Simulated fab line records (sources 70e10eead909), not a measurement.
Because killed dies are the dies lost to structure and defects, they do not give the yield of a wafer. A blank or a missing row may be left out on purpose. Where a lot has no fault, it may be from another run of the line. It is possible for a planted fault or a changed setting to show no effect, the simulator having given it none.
Matching of chambers -- flow nand harc -- 4 sister chambers for NHARC_P_GATE_ETCH_32 on rie si-04
The step etches the open film in HBr/Cl2, target depth 150 nm, time 100.1 s. 7 wafers are shown with their chamber, then 9 later ones without.

WAFERS WITH THEIR CHAMBER
wafer,chamber,drypump motor current A (A),oes product au (a.u.)
L075.3,0,6.25,0.992
L084.1,3,5.50,0.999
L089.3,2,5.86,1.002
L089.6,1,6.02,1.004
L090.1,2,5.82,0.999
L090.3,1,6.02,1.002
L090.5,3,5.50,0.994

WAFERS MISSING THEIR CHAMBER
wafer,drypump motor current A (A),oes product au (a.u.)
L091.2,5.50,0.996
L091.3,6.00,1.009
L091.4,5.84,1.004
L094.1,6.01,1.005
L094.4,6.19,1.001
L094.6,6.22,1.010
L096.3,6.03,0.989
L096.4,6.18,1.000
L096.6,5.83,1.005

WHICH CHAMBER EACH WENT THROUGH
wafer,from the rows above,in truth
L091.2,3,3
L091.3,1,1
L091.4,2,2
L094.1,1,1
L094.4,0,0
L094.6,0,0
L096.3,1,1
L096.4,0,0
L096.6,2,2
Correctly placed: 9 of 9. Not placeable from these rows: 0. 0 placed wrongly.
How it was worked out, from the rows above alone: a wafer's distance from a chamber is the root of the sum, over the readings, of the square of ((its reading less the chamber's mean) divided by the reading's scatter). The wafer belongs to the nearest chamber; if the next one is less than 2 further off, it can't be placed. The mean given for a chamber averages the wafers shown for that chamber. How the scatter is found: for the shown wafers, subtract from each reading the mean of its chamber, square and add these, divide the total by (wafers less chambers), then take the root.
